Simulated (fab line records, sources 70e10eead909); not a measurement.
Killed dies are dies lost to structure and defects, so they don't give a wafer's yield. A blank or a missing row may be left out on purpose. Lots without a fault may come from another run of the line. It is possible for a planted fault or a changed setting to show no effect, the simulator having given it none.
What tool caused it? || flow nandHarc || Sampling: 7 lots, 20 wafers, 4 of 1159 route steps

== WHAT THE GAUGES READ, wafer by wafer ==
NHARC_A_ONON_D1_THK_MEAS_21: measures by ellipsometry.
{"lot": "L600", "measured": "day 8 13:05", "on": "filmMetro-01", "thkNm (nm)": "998 998 997"}
{"lot": "L605", "measured": "day 9 12:01", "on": "filmMetro-02", "thkNm (nm)": "1008 1010 1009"}
{"lot": "L608", "measured": "day 10 02:45", "on": "filmMetro-01", "thkNm (nm)": "1004 1005 1004"}
{"lot": "L611", "measured": "day 11 06:32", "on": "filmMetro-01", "thkNm (nm)": "1005 1003 1004"}
{"lot": "L617", "measured": "day 12 14:05", "on": "filmMetro-01", "thkNm (nm)": "1779 1779 1781"}
{"lot": "L620", "measured": "day 13 00:24", "on": "filmMetro-01", "thkNm (nm)": "1773 1773"}
{"lot": "L622", "measured": "day 13 19:16", "on": "filmMetro-02", "thkNm (nm)": "989 990 990"}

== WHAT TOOL EACH LOT RAN ON (gives the tool, then ch and the chambers of the sampled wafers, and finally the start) ==
{"lot": "L600", "NHARC_P_BONDPAD_ACTIVATE_29": "rieDiel-10 ch 0,1,3, day 7 02:57", "NHARC_A_ZERO_WELL_ETCH_19": "rieDiel-07 ch 0,2,3, day 7 04:26", "NHARC_A_ONON_D1_DEP_19": "pecvdOnon-02 ch 0, day 8 12:34"}
{"lot": "L605", "NHARC_P_BONDPAD_ACTIVATE_29": "rieDiel-04 ch 0,1,3, day 8 02:41", "NHARC_A_ZERO_WELL_ETCH_19": "rieDiel-07 ch 0,1,2, day 8 04:03", "NHARC_A_ONON_D1_DEP_19": "pecvdOnon-02 ch 0, day 9 11:31"}
{"lot": "L608", "NHARC_P_BONDPAD_ACTIVATE_29": "rieDiel-09 ch 1,2, day 8 13:11", "NHARC_A_ZERO_WELL_ETCH_19": "rieDiel-01 ch 0,2,3, day 8 14:40", "NHARC_A_ONON_D1_DEP_19": "pecvdOnon-04 ch 0, day 10 02:18"}
{"lot": "L611", "NHARC_P_BONDPAD_ACTIVATE_29": "rieDiel-04 ch 0,3, day 9 21:25", "NHARC_A_ZERO_WELL_ETCH_19": "rieDiel-07 ch 1,3, day 9 22:53", "NHARC_A_ONON_D1_DEP_19": "pecvdOnon-03 ch 0, day 11 06:05"}
{"lot": "L617", "NHARC_P_BONDPAD_ACTIVATE_29": "rieDiel-04 ch 1,2,3, day 11 03:02", "NHARC_A_ZERO_WELL_ETCH_19": "rieDiel-01 ch 0,2,3, day 11 05:00", "NHARC_A_ONON_D1_DEP_19": "pecvdOnon-04 ch 0, day 12 13:42"}
{"lot": "L620", "NHARC_P_BONDPAD_ACTIVATE_29": "rieDiel-04 ch 3, day 11 15:19", "NHARC_A_ZERO_WELL_ETCH_19": "rieDiel-07 ch 2,3, day 11 16:42", "NHARC_A_ONON_D1_DEP_19": "pecvdOnon-04 ch 0, day 12 23:57"}
{"lot": "L622", "NHARC_P_BONDPAD_ACTIVATE_29": "rieDiel-04 ch 1,2,3, day 12 04:20", "NHARC_A_ZERO_WELL_ETCH_19": "rieDiel-01 ch 0,1,3, day 12 05:50", "NHARC_A_ONON_D1_DEP_19": "pecvdOnon-03 ch 0, day 13 18:46"}
- NHARC_P_BONDPAD_ACTIVATE_29: chemistry N2, time 60 s.
- NHARC_A_ZERO_WELL_ETCH_19: etches the open film in N2/H2, target depth 80 nm, overetch 24 nm, time 87.88 s.
- NHARC_A_ONON_D1_DEP_19: target thk 1000 nm.

== THE ANSWER, worked out from the rows above alone ==
Rule: the lots themselves supply what counts as usual. The widest of any qualifying gaps counts: lots, ordered by their means at a reading, are off when they make up no more than a third of the lots, leave a main group of 4 or more, and stand apart from it by 3 or more times the standard deviation of that group's means. A main group whose means are all the same, to the digits that the tables above print for the reading, isn't used. Also off: a lot with no number at a reading for which 4 or more lots have one. All remaining lots with rows at the step are treated as sound.
Off at NHARC_A_ONON_D1_THK_MEAS_21 (thkNm): L617, L620. The main group: mean 1001 nm, standard deviation 6.7.
A tool fits if, at a process step before that reading, it ran every lot that is off, and no sound lot after the first of them. Gauges at NHARC_A_ONON_D1_THK_MEAS_21: tried the same way as those tools. This does not decide it: 2 tools fit, namely pecvdOnon-04 at NHARC_A_ONON_D1_DEP_19 and filmMetro-01 at NHARC_A_ONON_D1_THK_MEAS_21.

== WHAT HAD BEEN PUT IN BY THE SIMULATOR ==
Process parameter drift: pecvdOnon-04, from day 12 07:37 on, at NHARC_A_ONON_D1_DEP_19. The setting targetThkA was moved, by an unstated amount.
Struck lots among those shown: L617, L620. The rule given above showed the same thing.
